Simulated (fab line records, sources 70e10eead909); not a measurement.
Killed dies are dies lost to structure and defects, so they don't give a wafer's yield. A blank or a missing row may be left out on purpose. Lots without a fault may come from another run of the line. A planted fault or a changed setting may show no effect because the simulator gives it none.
Which tool did it? | flow nand_harc | 24 lots, 72 wafers sampled, at 6 steps of a route of 1159

WHAT THE GAUGES READ, wafer by wafer
The record holds no reading of a measuring or inspecting step that can be judged against a usual standard deviation.

WHICH TOOL RAN EACH LOT (tool, then ch and the chambers of the sampled wafers, then the start)
lot  | NHARC_A_STAIRCASE_TRIM_24                     | NHARC_A_STAIRCASE_ETCH_190                    | NHARC_A_STAIRCASE_ETCH_201                    | NHARC_A_STAIRCASE_STRIP_205          | NHARC_A_STAIRCASE_ETCH_225     | NHARC_A_STAIRCASE_TRIM_226
L074 | rie_diel-12 ch 0,1, day 10 21:03 or earlier   | rie_diel-05 ch 0,1,2, day 10 21:03 or earlier | rie_diel-05 ch 1,2,3, day 10 21:03 or earlier | plasma_asher-02 ch 0,1, day 10 21:03 | rie_diel-11 ch 1,2,3, no start | rie_diel-11 ch 0,1, no start
L077 | rie_diel-05 ch 2,3, day 11 12:13 or earlier   | rie_diel-12 ch 0,1,2, day 11 12:13 or earlier | rie_diel-05 ch 0,2,3, day 11 12:13 or earlier | plasma_asher-01 ch 0,1, day 11 12:13 | rie_diel-05 ch 0,3, no start   | rie_diel-05 ch 0,2,3, no start
L075 | rie_diel-11 ch 0,3, day 11 12:53 or earlier   | rie_diel-11 ch 1,2,3, day 11 12:53 or earlier | rie_diel-11 ch 1,3, day 11 12:53 or earlier   | plasma_asher-02 ch 0,1, day 11 12:53 | rie_diel-05 ch 0,2,3, no start | rie_diel-05 ch 0,1,3, no start
L076 | rie_diel-12 ch 0,1,2, day 11 21:52 or earlier | rie_diel-11 ch 1,3, day 11 21:52 or earlier   | rie_diel-12 ch 0,1,3, day 11 21:52 or earlier | plasma_asher-01 ch 0,1, day 11 21:52 | rie_diel-12 ch 1,2,3, no start | rie_diel-12 ch 2,3, no start
L078 | rie_diel-11 ch 0,1,2, day 11 22:07 or earlier | rie_diel-11 ch 1,3, day 11 22:07 or earlier   | rie_diel-11 ch 1,2,3, day 11 22:07 or earlier | plasma_asher-02 ch 1, day 11 22:07   | rie_diel-12 ch 0,1,2, no start | rie_diel-12 ch 0,3, no start
L079 | rie_diel-05 ch 0,1, day 12 06:47 or earlier   | rie_diel-05 ch 0,1,3, day 12 06:47 or earlier | rie_diel-05 ch 0,1,2, day 12 06:47 or earlier | plasma_asher-01 ch 1, day 12 06:47   | rie_diel-12 ch 0,3, no start   | rie_diel-12 ch 0,3, no start
L081 | rie_diel-05 ch 1,2,3, day 12 09:49 or earlier | rie_diel-11 ch 1,2,3, day 12 09:49 or earlier | rie_diel-05 ch 0,1,2, day 12 09:49 or earlier | plasma_asher-01 ch 0,1, day 12 09:49 | rie_diel-05 ch 0,2,3, no start | rie_diel-05 ch 0,1,3, no start
L080 | rie_diel-05 ch 0,1, day 12 10:55 or earlier   | rie_diel-05 ch 0,3, day 12 10:55 or earlier   | rie_diel-12 ch 0,2,3, day 12 10:55 or earlier | plasma_asher-01 ch 0,1, day 12 10:55 | rie_diel-12 ch 0,1,3, no start | rie_diel-12 ch 1,2, no start
L082 | rie_diel-11 ch 1,2,3, day 12 23:56 or earlier | rie_diel-12 ch 0,2, day 12 23:56 or earlier   | rie_diel-05 ch 0,1,2, day 12 23:56 or earlier | plasma_asher-02 ch 0,1, day 12 23:56 | rie_diel-12 ch 0,1,2, no start | rie_diel-12 ch 0,3, no start
L083 | rie_diel-05 ch 1,2, day 13 00:38 or earlier   | rie_diel-12 ch 0,3, day 13 00:38 or earlier   | rie_diel-05 ch 0,1, day 13 00:38 or earlier   | plasma_asher-02 ch 0,1, day 13 00:38 | rie_diel-05 ch 2,3, no start   | rie_diel-05 ch 1,2,3, no start
L084 | rie_diel-12 ch 0,2,3, day 13 05:32 or earlier | rie_diel-12 ch 2,3, day 13 05:32 or earlier   | rie_diel-11 ch 0,1,2, day 13 05:32 or earlier | plasma_asher-02 ch 0,1, day 13 05:32 | rie_diel-11 ch 1,3, no start   | rie_diel-11 ch 1,2, no start
L085 | rie_diel-12 ch 1,2, day 13 19:19 or earlier   | rie_diel-05 ch 0,1,3, day 13 19:19 or earlier | rie_diel-11 ch 1,2,3, day 13 19:19 or earlier | plasma_asher-02 ch 0,1, day 13 19:19 | rie_diel-12 ch 0,2, no start   | rie_diel-12 ch 0,3, no start
L087 | rie_diel-11 ch 1,3, day 14 03:31 or earlier   | rie_diel-12 ch 0,2,3, day 14 03:31 or earlier | rie_diel-12 ch 1,2,3, day 14 03:31 or earlier | plasma_asher-02 ch 0,1, day 14 03:31 | rie_diel-11 ch 0,2,3, no start | rie_diel-11 ch 0,1,3, no start
L086 | rie_diel-05 ch 0,2,3, day 14 03:50 or earlier | rie_diel-05 ch 0,1,2, day 14 03:50 or earlier | rie_diel-05 ch 1,3, day 14 03:50 or earlier   | plasma_asher-02 ch 0,1, day 14 03:50 | rie_diel-12 ch 1,3, no start   | rie_diel-12 ch 0,3, no start
L090 | rie_diel-05 ch 1,2,3, day 15 01:56 or earlier | rie_diel-05 ch 0,3, day 15 01:56 or earlier   | rie_diel-12 ch 0,3, day 15 01:56 or earlier   | plasma_asher-01 ch 0,1, day 15 01:56 | rie_diel-05 ch 0,2,3, no start | rie_diel-05 ch 0,1,3, no start
L088 | rie_diel-11 ch 0,1,2, day 15 01:33 or earlier | rie_diel-11 ch 0,2, day 15 01:33 or earlier   | rie_diel-11 ch 0,1,3, day 15 01:33 or earlier | plasma_asher-02 ch 0,1, day 15 01:33 | rie_diel-12 ch 2,3, no start   | rie_diel-12 ch 2,3, no start
L089 | rie_diel-05 ch 0,2,3, day 15 06:02 or earlier | rie_diel-11 ch 0,1,3, day 15 06:02 or earlier | rie_diel-11 ch 0,1, day 15 06:02 or earlier   | plasma_asher-02 ch 0,1, day 15 06:02 | rie_diel-12 ch 0,1,2, no start | rie_diel-12 ch 0,2,3, no start
L091 | rie_diel-05 ch 1,2,3, day 15 08:14 or earlier | rie_diel-12 ch 0,1,2, day 15 08:14 or earlier | rie_diel-12 ch 0,2, day 15 08:14 or earlier   | plasma_asher-01 ch 1, day 15 08:14   | rie_diel-11 ch 0,1,3, no start | rie_diel-11 ch 1,3, no start
L093 | rie_diel-11 ch 0,1,3, day 15 08:34 or earlier | rie_diel-12 ch 1,2,3, day 15 08:34 or earlier | rie_diel-11 ch 1,2,3, day 15 08:34 or earlier | plasma_asher-02 ch 0,1, day 15 08:34 | rie_diel-12 ch 2,3, no start   | rie_diel-12 ch 0,1,3, no start
L092 | rie_diel-11 ch 1,2,3, day 15 18:22 or earlier | rie_diel-05 ch 0,2,3, day 15 18:22 or earlier | rie_diel-12 ch 0,1,2, day 15 18:22 or earlier | plasma_asher-01 ch 0,1, day 15 18:22 | rie_diel-11 ch 0,2,3, no start | rie_diel-11 ch 1,2,3, no start
L096 | rie_diel-05 ch 0,2,3, day 16 09:03 or earlier | rie_diel-05 ch 0,2, day 16 09:03 or earlier   | rie_diel-05 ch 0,2, day 16 09:03 or earlier   | plasma_asher-01 ch 0,1, day 16 09:03 | rie_diel-12 ch 2,3, no start   | rie_diel-12 ch 2,3, no start
L097 | rie_diel-12 ch 1,2, day 16 12:37 or earlier   | rie_diel-05 ch 2,3, day 16 12:37 or earlier   | rie_diel-12 ch 0,2,3, day 16 12:37 or earlier | plasma_asher-01 ch 0,1, day 16 12:37 | rie_diel-12 ch 0,1,3, no start | rie_diel-12 ch 1,3, no start
L094 | rie_diel-12 ch 0,1,2, day 16 13:07 or earlier | rie_diel-05 ch 1,2,3, day 16 13:07 or earlier | rie_diel-05 ch 1,2, day 16 13:07 or earlier   | plasma_asher-01 ch 0,1, day 16 13:07 | rie_diel-12 ch 0,1, no start   | rie_diel-12 ch 1,2,3, no start
L095 | rie_diel-12 ch 2,3, day 16 21:25 or earlier   | rie_diel-11 ch 0,2,3, day 16 21:25 or earlier | rie_diel-05 ch 1,2, day 16 21:25 or earlier   | plasma_asher-02 ch 1, day 16 21:25   | rie_diel-11 ch 0,2, no start   | rie_diel-11 ch 0,2,3, no start
- NHARC_A_STAIRCASE_TRIM_24: chemistry O2, time 211.2 s.
- NHARC_A_STAIRCASE_ETCH_190: etches the open film in C4F8/O2, target depth 100 nm, time 40.5 s.
- NHARC_A_STAIRCASE_ETCH_201: etches the open film in C4F8/O2, target depth 100 nm, time 40.5 s.
- NHARC_A_STAIRCASE_STRIP_205: strips in O2.
- NHARC_A_STAIRCASE_ETCH_225: etches the open film in C4F8/O2, target depth 100 nm, time 40.5 s.
- NHARC_A_STAIRCASE_TRIM_226: chemistry O2, time 211.2 s.

WHAT THE TOOLS THEMSELVES READ (means of the sampled wafers that have a number; where no wafer has one, the mark that the record gives instead)
NHARC_A_STAIRCASE_TRIM_24. Usual: drypump_motor_current_A 5.8 A, standard deviation 0.5; oes_product_au 0.997 a.u., standard deviation 0.012; rf_vpp_V 57.7 V, standard deviation 0.85; showerhead_plenum_p_Torr 3.52 Torr, standard deviation 0.18; throttle_valve_pct 17.035 %, standard deviation 0.0093.
lot  | tool        | drypump_motor_current_A (A) | oes_product_au (a.u.) | rf_vpp_V (V) | showerhead_plenum_p_Torr (Torr) | throttle_valve_pct (%) | flag
L074 | rie_diel-12 | 6.1                         | 0.990                 | 57.7         | 3.71                            | 17.044                 |
L077 | rie_diel-05 | 6.4                         | 1.007                 | 58.2         | 3.33                            | 17.039                 |
L075 | rie_diel-11 | 6.3                         | 0.996                 | 57.2         | 3.34                            | 17.035                 |
L076 | rie_diel-12 | 5.8                         | 0.983                 | 57.6         | 3.61                            | 17.034                 |
L078 | rie_diel-11 | 5.9                         | 1.000                 | 57.2         | 3.65                            | 17.034                 |
L079 | rie_diel-05 | 5.4                         | 1.003                 | 57.5         | 3.49                            | 17.037                 |
L081 | rie_diel-05 | 6.1                         | 0.990                 | 56.7         | 3.38                            | 17.048                 |
L080 | rie_diel-05 | 5.1                         | 1.003                 | 58.3         | 3.49                            | 17.028                 |
L082 | rie_diel-11 | 6.2                         | 0.992                 | 57.8         | 3.62                            | 17.035                 |
L083 | rie_diel-05 | 6.0                         | 0.991                 | 57.6         | 3.41                            | 17.039                 |
L084 | rie_diel-12 | 5.7                         | 0.993                 | 57.8         | 3.55                            | 17.032                 |
L085 | rie_diel-12 | 5.6                         | 0.989                 | 57.9         | 3.50                            | 17.042                 |
L087 | rie_diel-11 | 6.3                         | 1.004                 | 57.3         | 3.46                            | 17.037                 |
L086 | rie_diel-05 | 5.8                         | 1.003                 | 56.8         | 3.38                            | 17.037                 |
L090 | rie_diel-05 | 6.1                         | 1.001                 | 57.7         | 3.37                            | 17.029                 |
L088 | rie_diel-11 | 5.9                         | 1.004                 | 58.9         | 3.63                            | 17.029                 |
L089 | rie_diel-05 | 5.8                         | 0.994                 | 57.9         | 3.38                            | 17.038                 |
L091 | rie_diel-05 | 6.1                         | 1.002                 | 57.4         | 3.37                            | 17.030                 |
L093 | rie_diel-11 | 6.0                         | 1.008                 | 57.8         | 3.47                            | 17.038                 |
L092 | rie_diel-11 | 6.1                         | 1.002                 | 57.4         | 3.61                            | 17.040                 |
L096 | rie_diel-05 | 5.8                         | 0.997                 | 57.3         | 3.55                            | 17.039                 |
L097 | rie_diel-12 | 5.6                         | 0.987                 | 57.8         | 3.49                            | 17.034                 |
L094 | rie_diel-12 | 5.8                         | 0.989                 | 58.5         | 3.59                            | 17.030                 |
L095 | rie_diel-12 | 5.5                         | 1.004                 | 57.8         | 3.53                            | 17.033                 |

NHARC_A_STAIRCASE_ETCH_190. Usual: oes_product_au 0.937 a.u., standard deviation 0.014; rf_vpp_V 896 V, standard deviation 6.7.
lot  | tool        | oes_product_au (a.u.) | rf_vpp_V (V) | flag
L074 | rie_diel-05 | 0.935                 | 893          |
L077 | rie_diel-12 | 0.923                 | 899          |
L075 | rie_diel-11 | 0.939                 | 900          |
L076 | rie_diel-11 | 0.939                 | 899          |
L078 | rie_diel-11 | 0.943                 | 899          |
L079 | rie_diel-05 | 0.928                 | 892          |
L081 | rie_diel-11 | 0.927                 | 898          |
L080 | rie_diel-05 | 0.941                 | 893          |
L082 | rie_diel-12 | 0.930                 | 893          |
L083 | rie_diel-12 | 0.930                 | 900          |
L084 | rie_diel-12 | 0.942                 | 896          |
L085 | rie_diel-05 | 0.938                 | 891          |
L087 | rie_diel-12 | 0.936                 | 897          |
L086 | rie_diel-05 | 0.940                 | 893          |
L090 | rie_diel-05 | 0.930                 | 892          |
L088 | rie_diel-11 | 0.936                 | 894          |
L089 | rie_diel-11 | 0.953                 | 894          |
L091 | rie_diel-12 | 0.934                 | 899          |
L093 | rie_diel-12 | 0.945                 | 898          |
L092 | rie_diel-05 | 0.946                 | 896          |
L096 | rie_diel-05 | 0.928                 | 892          |
L097 | rie_diel-05 | 0.934                 | 901          |
L094 | rie_diel-05 | 0.932                 | 897          |
L095 | rie_diel-11 | 0.942                 | 894          |

NHARC_A_STAIRCASE_ETCH_201. Usual: oes_product_au 0.941 a.u., standard deviation 0.015; rf_vpp_V 896 V, standard deviation 6.4.
lot  | tool        | oes_product_au (a.u.) | rf_vpp_V (V) | flag
L074 | rie_diel-05 | 0.941                 | 891          |
L077 | rie_diel-05 | 0.939                 | 891          |
L075 | rie_diel-11 | 0.945                 | 894          |
L076 | rie_diel-12 | 0.938                 | 903          |
L078 | rie_diel-11 | 0.934                 | 900          |
L079 | rie_diel-05 | 0.934                 | 893          |
L081 | rie_diel-05 | 0.935                 | 893          |
L080 | rie_diel-12 | 0.929                 | 897          |
L082 | rie_diel-05 | 0.938                 | 893          |
L083 | rie_diel-05 | 0.936                 | 895          |
L084 | rie_diel-11 | 0.936                 | 900          |
L085 | rie_diel-11 | 0.958                 | 900          |
L087 | rie_diel-12 | 0.933                 | 898          |
L086 | rie_diel-05 | 0.946                 | 890          |
L090 | rie_diel-12 | 0.938                 | 900          |
L088 | rie_diel-11 | 0.951                 | 894          |
L089 | rie_diel-11 | 0.952                 | 893          |
L091 | rie_diel-12 | 0.931                 | 897          |
L093 | rie_diel-11 | 0.947                 | 898          |
L092 | rie_diel-12 | 0.939                 | 897          |
L096 | rie_diel-05 | 0.929                 | 891          |
L097 | rie_diel-12 | 0.929                 | 896          |
L094 | rie_diel-05 | 0.951                 | 892          |
L095 | rie_diel-05 | 0.941                 | 893          |

NHARC_A_STAIRCASE_STRIP_205. Usual: drypump_motor_current_A 6.2 A, standard deviation 0.33; heater_power_w 312 W, standard deviation 38.
lot  | tool            | drypump_motor_current_A (A) | heater_power_w (W) | flag
L074 | plasma_asher-02 | 6.0                         | 283                |
L077 | plasma_asher-01 | 6.5                         | 346                |
L075 | plasma_asher-02 | 5.8                         | 274                |
L076 | plasma_asher-01 | 6.4                         | 344                |
L078 | plasma_asher-02 | 6.1                         | 287                |
L079 | plasma_asher-01 | 6.5                         | 333                |
L081 | plasma_asher-01 | 6.5                         | 361                |
L080 | plasma_asher-01 | 6.5                         | 343                |
L082 | plasma_asher-02 | 5.8                         | 283                |
L083 | plasma_asher-02 | 5.8                         | 282                |
L084 | plasma_asher-02 | 5.9                         | 280                |
L085 | plasma_asher-02 | 5.8                         | 274                |
L087 | plasma_asher-02 | 6.0                         | 281                |
L086 | plasma_asher-02 | 6.0                         | 284                |
L090 | plasma_asher-01 | 6.5                         | 353                |
L088 | plasma_asher-02 | 5.8                         | 285                |
L089 | plasma_asher-02 | 5.8                         | 282                |
L091 | plasma_asher-01 | 6.5                         | 317                |
L093 | plasma_asher-02 | 5.8                         | 281                |
L092 | plasma_asher-01 | 6.5                         | 351                |
L096 | plasma_asher-01 | 6.5                         | 335                |
L097 | plasma_asher-01 | 6.5                         | 358                |
L094 | plasma_asher-01 | 6.5                         | 338                |
L095 | plasma_asher-02 | 6.1                         | 299                |

NHARC_A_STAIRCASE_ETCH_225. Usual: oes_product_au 0.934 a.u., standard deviation 0.013; rf_vpp_V 897 V, standard deviation 6.8.
lot  | tool        | oes_product_au (a.u.) | rf_vpp_V (V) | flag
L074 | rie_diel-11 | 0.946                 | 900          |
L077 | rie_diel-05 | 0.940                 | 892          |
L075 | rie_diel-05 | 0.940                 | 891          |
L076 | rie_diel-12 | 0.941                 | 899          |
L078 | rie_diel-12 | 0.931                 | 899          |
L079 | rie_diel-12 | 0.923                 | 901          |
L081 | rie_diel-05 | 0.941                 | 890          |
L080 | rie_diel-12 | 0.941                 | 902          |
L082 | rie_diel-12 | 0.923                 | 898          |
L083 | rie_diel-05 | 0.954                 | 887          |
L084 | rie_diel-11 | 0.937                 | 898          |
L085 | rie_diel-12 | 0.928                 | 893          |
L087 | rie_diel-11 | 0.947                 | 894          |
L086 | rie_diel-12 | 0.945                 | 902          |
L090 | rie_diel-05 | 0.941                 | 891          |
L088 | rie_diel-12 | 0.940                 | 896          |
L089 | rie_diel-12 | 0.929                 | 898          |
L091 | rie_diel-11 | 0.950                 | 894          |
L093 | rie_diel-12 | 0.932                 | 897          |
L092 | rie_diel-11 | 0.943                 | 893          |
L096 | rie_diel-12 | 0.924                 | 893          |
L097 | rie_diel-12 | 0.924                 | 901          |
L094 | rie_diel-12 | 0.916                 | 903          |
L095 | rie_diel-11 | 0.915                 | 895          |

NHARC_A_STAIRCASE_TRIM_226. Usual: drypump_motor_current_A 5.8 A, standard deviation 0.44; oes_product_au 0.997 a.u., standard deviation 0.013; rf_vpp_V 57.8 V, standard deviation 0.9; showerhead_plenum_p_Torr 3.56 Torr, standard deviation 0.18; throttle_valve_pct 17.036 %, standard deviation 0.0089.
lot  | tool        | drypump_motor_current_A (A) | oes_product_au (a.u.) | rf_vpp_V (V) | showerhead_plenum_p_Torr (Torr) | throttle_valve_pct (%) | flag
L074 | rie_diel-11 | 5.7                         | 1.009                 | 57.3         | 3.64                            | 17.051                 |
L077 | rie_diel-05 | 5.8                         | 0.997                 | 57.3         | 3.39                            | 17.036                 |
L075 | rie_diel-05 | 5.7                         | 0.999                 | 57.9         | 3.43                            | 17.039                 |
L076 | rie_diel-12 | 5.5                         | 1.003                 | 58.5         | 3.55                            | 17.030                 |
L078 | rie_diel-12 | 5.9                         | 0.999                 | 58.2         | 3.66                            | 17.031                 |
L079 | rie_diel-12 | 5.9                         | 0.997                 | 58.0         | 3.66                            | 17.029                 |
L081 | rie_diel-05 | 5.7                         | 0.992                 | 58.0         | 3.42                            | 17.038                 |
L080 | rie_diel-12 | 5.7                         | 1.001                 | 57.9         | 3.64                            | 17.044                 |
L082 | rie_diel-12 | 5.7                         | 0.996                 | 58.0         | 3.65                            | 17.030                 |
L083 | rie_diel-05 | 6.1                         | 1.001                 | 57.8         | 3.38                            | 17.038                 |
L084 | rie_diel-11 | 5.8                         | 0.993                 | 57.5         | 3.76                            | 17.034                 |
L085 | rie_diel-12 | 5.8                         | 1.005                 | 58.3         | 3.65                            | 17.034                 |
L087 | rie_diel-11 | 6.0                         | 1.014                 | 57.4         | 3.48                            | 17.034                 |
L086 | rie_diel-12 | 5.9                         | 0.998                 | 58.4         | 3.65                            | 17.035                 |
L090 | rie_diel-05 | 5.7                         | 1.003                 | 56.6         | 3.41                            | 17.040                 |
L088 | rie_diel-12 | 5.4                         | 0.996                 | 58.1         | 3.44                            | 17.041                 |
L089 | rie_diel-12 | 5.6                         | 0.997                 | 57.8         | 3.54                            | 17.030                 |
L091 | rie_diel-11 | 6.0                         | 1.009                 | 56.9         | 3.60                            | 17.034                 |
L093 | rie_diel-12 | 5.9                         | 0.982                 | 58.2         | 3.69                            | 17.033                 |
L092 | rie_diel-11 | 6.1                         | 0.996                 | 58.0         | 3.61                            | 17.041                 |
L096 | rie_diel-12 | 5.4                         | 0.996                 | 57.5         | 3.43                            | 17.033                 |
L097 | rie_diel-12 | 5.7                         | 0.992                 | 57.4         | 3.67                            | 17.032                 |
L094 | rie_diel-12 | 5.6                         | 1.006                 | 58.7         | 3.58                            | 17.036                 |
L095 | rie_diel-11 | 6.2                         | 0.997                 | 57.9         | 3.48                            | 17.039                 |

THE ANSWER, worked out from the rows above alone
Rule: a lot is off if the mean of its wafers that have a number lies more than 3 standard deviations from the usual mean. A lot without any number at a reading at which 4 lots or more have one is off too. The other lots that the step has rows for count as sound. The gauges are gone through in route order, then the tools' own readings, and for those a lot's mean is taken as printed above. The first step at which some lot is off is used, and at that step the reading that is off furthest; a lot without a number counts as furthest.
No lot is off at any reading shown: from this, nothing can be told.

WHAT THE SIMULATOR HAD PUT IN
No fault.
